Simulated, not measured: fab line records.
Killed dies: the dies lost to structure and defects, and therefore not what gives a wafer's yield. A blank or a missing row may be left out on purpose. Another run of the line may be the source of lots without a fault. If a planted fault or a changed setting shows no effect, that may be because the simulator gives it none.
Matching of chambers :: flow nand_harc :: NHARC_A_STAIRCASE_TRIM_187 on rie_diel-04 has 4 sister chambers
The step chemistry O2, time 211.2 s. 8 wafers are shown with their chamber, then 7 later ones without.

EACH WAFER AND ITS CHAMBER
wafer: L078.3
chamber: 0
showerhead_plenum_p_Torr (Torr): 3.40
drypump_motor_current_A (A): 5.6

wafer: L083.5
chamber: 1
showerhead_plenum_p_Torr (Torr): 3.45
drypump_motor_current_A (A): 5.8

wafer: L083.6
chamber: 2
showerhead_plenum_p_Torr (Torr): 3.34
drypump_motor_current_A (A): 5.1

wafer: L087.1
chamber: 2
showerhead_plenum_p_Torr (Torr): 3.34
drypump_motor_current_A (A): 5.2

wafer: L087.2
chamber: 0
showerhead_plenum_p_Torr (Torr): 3.39
drypump_motor_current_A (A): 5.7

wafer: L087.5
chamber: 3
showerhead_plenum_p_Torr (Torr): 3.56
drypump_motor_current_A (A): 6.2

wafer: L087.3
chamber: 3
showerhead_plenum_p_Torr (Torr): 3.56
drypump_motor_current_A (A): 6.2

wafer: L087.4
chamber: 1
showerhead_plenum_p_Torr (Torr): 3.45
drypump_motor_current_A (A): 5.9

WAFERS WITHOUT THEIR CHAMBER
wafer: L087.6
showerhead_plenum_p_Torr (Torr): 3.34
drypump_motor_current_A (A): 5.1

wafer: L088.3
showerhead_plenum_p_Torr (Torr): 3.56
drypump_motor_current_A (A): 6.2

wafer: L088.4
showerhead_plenum_p_Torr (Torr): 3.38
drypump_motor_current_A (A): 5.6

wafer: L088.6
showerhead_plenum_p_Torr (Torr): 3.38
drypump_motor_current_A (A): 5.6

wafer: L090.3
showerhead_plenum_p_Torr (Torr): 3.33
drypump_motor_current_A (A): 5.1

wafer: L090.4
showerhead_plenum_p_Torr (Torr): 3.55
drypump_motor_current_A (A): 6.2

wafer: L090.5
showerhead_plenum_p_Torr (Torr): 3.33
drypump_motor_current_A (A): 5.1

THE CHAMBER EACH PASSED THROUGH
wafer: L087.6
from the rows above: 2
in truth: 2

wafer: L088.3
from the rows above: 3
in truth: 3

wafer: L088.4
from the rows above: 0
in truth: 0

wafer: L088.6
from the rows above: 0
in truth: 0

wafer: L090.3
from the rows above: 2
in truth: 2

wafer: L090.4
from the rows above: 3
in truth: 3

wafer: L090.5
from the rows above: 2
in truth: 2
Correct placement for 7 of the 7. Number that these rows cannot place: 0. Placed wrongly: 0.
How it was worked out, from the rows above alone: a wafer's distance from a chamber is the root of the sum, over the readings, of the square of ((its reading less the chamber's mean) divided by the reading's scatter). If the next closest chamber is less than 2 further off than the closest, the wafer can't be placed; otherwise it belongs to the closest. For every chamber, the mean is computed from those of its wafers that are shown. The scatter: take each reading less its chamber's mean, square it, sum over the shown wafers, divide by the number of wafers less the number of chambers, and take the root.
